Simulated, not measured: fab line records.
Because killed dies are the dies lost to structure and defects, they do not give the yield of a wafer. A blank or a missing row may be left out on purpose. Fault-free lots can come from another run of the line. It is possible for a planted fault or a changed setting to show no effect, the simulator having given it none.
Which tool did it? ; flow n5_finfet ; 11 lots, 33 wafers sampled, at 5 steps of a route of 1938

## WHAT THE GAUGES SHOWED, per wafer
Not one reading of a measure or inspect step in the record can be checked against a usual standard deviation.

## WHAT TOOL EACH LOT RAN ON (gives the tool, then ch and the chambers of the sampled wafers, and finally the start)
lot;N5_GATE_CUT_ETCHBACK_00;N5_MIM_BOT_ETCH_ETCH_03;N5_PASSIVATION_DESCUM_12;N5_PASSIVATION_DEGAS_18;N5_PASSIVATION_PROBE_49
L313;rie_metal-01 ch 0, day 4 17:06;rie_metal-01 ch 0,1, day 12 08:53;rie_diel-01 ch 1,2, day 12 10:20;pvd_sputter-03, day 12 11:26;prober-01, day 12 18:08
L314;rie_metal-02 ch 0,1, day 4 19:11;rie_metal-01 ch 0,1, day 12 08:38;rie_diel-04 ch 1,2,3, day 12 09:59;pvd_sputter-02, day 12 11:14;prober-02, day 12 17:20
L317;rie_metal-03 ch 0,1, day 5 13:26;rie_metal-01 ch 0,1, day 13 12:56;rie_diel-04 ch 0,1,3, day 13 14:13;pvd_sputter-03, day 13 15:40;prober-01, day 13 21:59
L318;rie_metal-03 ch 0,1, day 5 19:24;rie_metal-03 ch 0,1, day 14 14:49;rie_diel-01 ch 2,3, day 14 18:04;pvd_sputter-02, day 14 18:44;prober-01, day 15 00:38
L319;rie_metal-03 ch 0,1, day 6 01:22;rie_metal-03 ch 0,1, day 13 22:23;rie_diel-04 ch 0,2,3, day 14 00:38;pvd_sputter-02, day 14 01:31;prober-01, day 14 07:24
L321;rie_metal-02 ch 0,1, day 6 13:11;rie_metal-02 ch 0,1, day 14 21:08;rie_diel-04 ch 2, day 14 23:13;pvd_sputter-02, day 15 00:50;prober-02, day 15 06:53
L322;rie_metal-01 ch 0,1, day 6 21:50;rie_metal-03 ch 0,1, day 16 02:28;rie_diel-01 ch 0,3, day 16 06:10;pvd_sputter-02, day 16 06:55;prober-02, day 16 12:58
L324;rie_metal-03 ch 0,1, day 7 08:14;rie_metal-03 ch 0,1, day 16 00:58;rie_diel-03 ch 0,1, day 16 04:43;pvd_sputter-02, day 16 05:55;prober-01, day 16 11:42
L326;rie_metal-03 ch 0,1, day 8 03:17;rie_metal-03 ch 0,1, day 16 22:42;rie_diel-04 ch 0,3, day 17 02:51;pvd_sputter-03, day 17 03:33;prober-02, day 17 09:10
L329;rie_metal-03 ch 0,1, day 8 17:14;rie_metal-01 ch 0, day 16 22:30;rie_diel-03 ch 0,1,2, day 17 02:51;pvd_sputter-01, day 17 03:46;prober-01, day 17 10:37
L331;rie_metal-03 ch 0,1, day 9 03:29;rie_metal-01 ch 0,1, day 18 06:36;rie_diel-04 ch 1,2,3, day 18 08:23;pvd_sputter-03, day 18 08:57;prober-02, day 18 14:55
- N5_GATE_CUT_ETCHBACK_00: etches W in SF6/Cl2.
- N5_MIM_BOT_ETCH_ETCH_03: etches the open film in Cl2/BCl3, target depth 12 nm.
- N5_PASSIVATION_DESCUM_12: chemistry O2, time 7.9 s.
- N5_PASSIVATION_DEGAS_18: time 60 s.
- N5_PASSIVATION_PROBE_49

## AS READ BY THE TOOLS THEMSELVES (means over the sampled wafers that have a number; for cases with no such wafer, the mark the record gives instead)
N5_GATE_CUT_ETCHBACK_00. Usual: SF6_flow_sccm 40.00 sccm, standard deviation 0.11; drypump_motor_current_A 5.7 A, standard deviation 0.59; oes_product_au 0.81 a.u., standard deviation 0.11; throttle_valve_pct 27.41 %, standard deviation 0.12.
lot;tool;SF6_flow_sccm (sccm);drypump_motor_current_A (A);oes_product_au (a.u.);throttle_valve_pct (%);flag
L313;rie_metal-01;40.09;4.6;0.97;27.41;
L314;rie_metal-02;39.87;5.8;0.70;27.52;
L317;rie_metal-03;39.99;6.0;0.82;27.37;
L318;rie_metal-03;40.02;6.2;0.86;27.42;
L319;rie_metal-03;39.96;6.2;0.85;27.41;
L321;rie_metal-02;40.10;5.6;0.67;27.49;
L322;rie_metal-01;40.15;5.5;0.94;27.23;
L324;rie_metal-03;40.14;6.2;0.84;27.42;
L326;rie_metal-03;40.07;5.9;0.79;27.38;
L329;rie_metal-03;39.91;6.2;0.83;27.44;
L331;rie_metal-03;39.99;6.2;0.84;27.44;

N5_MIM_BOT_ETCH_ETCH_03. Usual: drypump_motor_current_A 5.7 A, standard deviation 0.61; oes_product_au 0.80 a.u., standard deviation 0.078; throttle_valve_pct 27.51 %, standard deviation 0.2.
lot;tool;drypump_motor_current_A (A);oes_product_au (a.u.);throttle_valve_pct (%);flag
L313;rie_metal-01;5.5;0.87;27.34;
L314;rie_metal-01;5.5;0.87;27.34;
L317;rie_metal-01;5.0;0.87;27.28;
L318;rie_metal-03;6.0;0.76;27.46;
L319;rie_metal-03;5.9;0.76;27.46;
L321;rie_metal-02;5.6;0.87;27.81;
L322;rie_metal-03;6.2;0.78;27.51;
L324;rie_metal-03;6.0;0.75;27.48;
L326;rie_metal-03;6.2;0.76;27.50;
L329;rie_metal-01;4.6;0.88;27.23;
L331;rie_metal-01;5.0;0.85;27.31;

N5_PASSIVATION_DESCUM_12. Usual: drypump_motor_current_A 5.9 A, standard deviation 0.73; oes_product_au 0.76 a.u., standard deviation 0.064; rf_vpp_V 242.7 V, standard deviation 1.3; showerhead_plenum_p_Torr 2.08 Torr, standard deviation 0.06; throttle_valve_pct 20.35 %, standard deviation 0.18.
lot;tool;drypump_motor_current_A (A);oes_product_au (a.u.);rf_vpp_V (V);showerhead_plenum_p_Torr (Torr);throttle_valve_pct (%);flag
L313;rie_diel-01;5.1;0.69;242.9;2.03;20.18;
L314;rie_diel-04;6.0;0.79;243.2;2.09;20.33;
L317;rie_diel-04;5.6;0.74;243.2;2.12;20.38;
L318;rie_diel-01;5.6;0.72;242.9;2.05;20.20;
L319;rie_diel-04;6.2;0.78;242.8;2.08;20.36;
L321;rie_diel-04;6.5;0.83;241.6;2.05;20.29;
L322;rie_diel-01;5.9;0.77;242.2;2.08;20.54;
L324;rie_diel-03;5.7;0.77;242.6;2.10;20.08;
L326;rie_diel-04;5.8;0.72;243.7;2.11;20.44;
L329;rie_diel-03;6.1;0.75;241.9;2.06;20.32;
L331;rie_diel-04;6.0;0.75;242.2;2.07;20.39;

N5_PASSIVATION_DEGAS_18. Usual: heater_power_w 474 W, standard deviation 39.
lot;tool;heater_power_w (W);flag
L313;pvd_sputter-03;457;
L314;pvd_sputter-02;486;
L317;pvd_sputter-03;464;
L318;pvd_sputter-02;494;
L319;pvd_sputter-02;501;
L321;pvd_sputter-02;486;
L322;pvd_sputter-02;473;
L324;pvd_sputter-02;477;
L326;pvd_sputter-03;451;
L329;pvd_sputter-01;482;
L331;pvd_sputter-03;442;

N5_PASSIVATION_PROBE_49. Usual: defect_limited_yield 91.4 %, standard deviation 1.5; killed_at_M0_to_M3 33, standard deviation 11; killed_at_M4_up 14, standard deviation 5.3; killed_at_contacts 13, standard deviation 6.2; killed_at_front_end 39, standard deviation 13; killed_at_other 3.1, standard deviation 2.8; killed_dies 102, standard deviation 17; killed_on_rim 13, standard deviation 3.8; killed_open 68, standard deviation 13; killed_short 32, standard deviation 7.8; sort_bin_4_leakage 0.00 %, standard deviation 0.007; sort_bin_5_function 5.1 %, standard deviation 0.95; sort_bin_6_memory 3.2 %, standard deviation 0.7; sort_bin_8_speed 0.02 %, standard deviation 0.16; sort_n_pass 1078, standard deviation 18; sort_yield_pct 91.3 %, standard deviation 1.5.
lot;tool;defect_limited_yield (%);killed_at_M0_to_M3;killed_at_M4_up;killed_at_contacts;killed_at_front_end;killed_at_other;killed_dies;killed_on_rim;killed_open;killed_short;sort_bin_4_leakage (%);sort_bin_5_function (%);sort_bin_6_memory (%);sort_bin_8_speed (%);sort_n_pass;sort_yield_pct (%);flag
L313;prober-01;91.8;38;13;5;37;2.0;96;9;59;34;0.00;5.0;2.9;0.00;1084;91.8;
L314;prober-02;91.6;34;15;19;30;1.3;99;12;72;26;0.00;5.2;3.1;0.03;1081;91.6;
L317;prober-01;91.3;35;14;14;38;0.7;102;13;74;28;0.00;5.2;3.2;0.00;1078;91.3;
L318;prober-01;90.9;32;19;8;46;1.7;107;16;71;35;0.00;5.2;3.6;0.00;1073;90.9;
L319;prober-01;92.4;28;14;11;37;1.0;90;13;61;29;0.00;4.2;3.1;0.00;1090;92.4;
L321;prober-02;91.4;45;11;7;35;2.7;101;14;68;31;0.03;4.8;3.5;0.00;1079;91.4;OFF
L322;prober-02;91.2;30;18;15;32;8.3;103;12;72;31;0.00;5.4;3.1;0.00;1077;91.2;
L324;prober-01;91.8;31;19;5;37;5.0;97;15;61;34;0.00;5.0;2.9;0.00;1083;91.8;
L326;prober-02;89.5;34;14;8;64;4.3;124;14;81;40;0.00;6.0;4.0;0.00;1056;89.5;
L329;prober-01;83.6;28;15;13;135;3.3;194;28;72;37;0.00;9.8;3.9;0.00;986;83.6;OFF
L331;prober-02;83.0;43;10;11;134;2.0;200;31;70;40;0.00;10.1;4.0;0.00;980;83.0;OFF

## THE ANSWER, worked out from the rows above alone
Rule: a lot is off if the mean of its wafers that have a number lies more than 3 standard deviations from the usual mean. Also off: a lot with no number at a reading for which 4 or more lots have one. The other lots that the step has rows for count as sound. The gauges are gone through in route order, then the tools' own readings, and for those a lot's mean is taken as printed above. The first step at which some lot is off is used, and at that step the reading that is off furthest; a lot without a number counts as furthest.
Off: L329, L331 (N5_PASSIVATION_PROBE_49, killed_at_front_end).
If a tool, at that step or one of the process steps before it, ran each lot that is off and ran no sound lot following the first of them, it fits. This does not decide it: 2 tools fit, namely rie_metal-03 at N5_GATE_CUT_ETCHBACK_00 and rie_metal-01 at N5_MIM_BOT_ETCH_ETCH_03.

## WHAT WAS PUT IN BY THE SIMULATOR
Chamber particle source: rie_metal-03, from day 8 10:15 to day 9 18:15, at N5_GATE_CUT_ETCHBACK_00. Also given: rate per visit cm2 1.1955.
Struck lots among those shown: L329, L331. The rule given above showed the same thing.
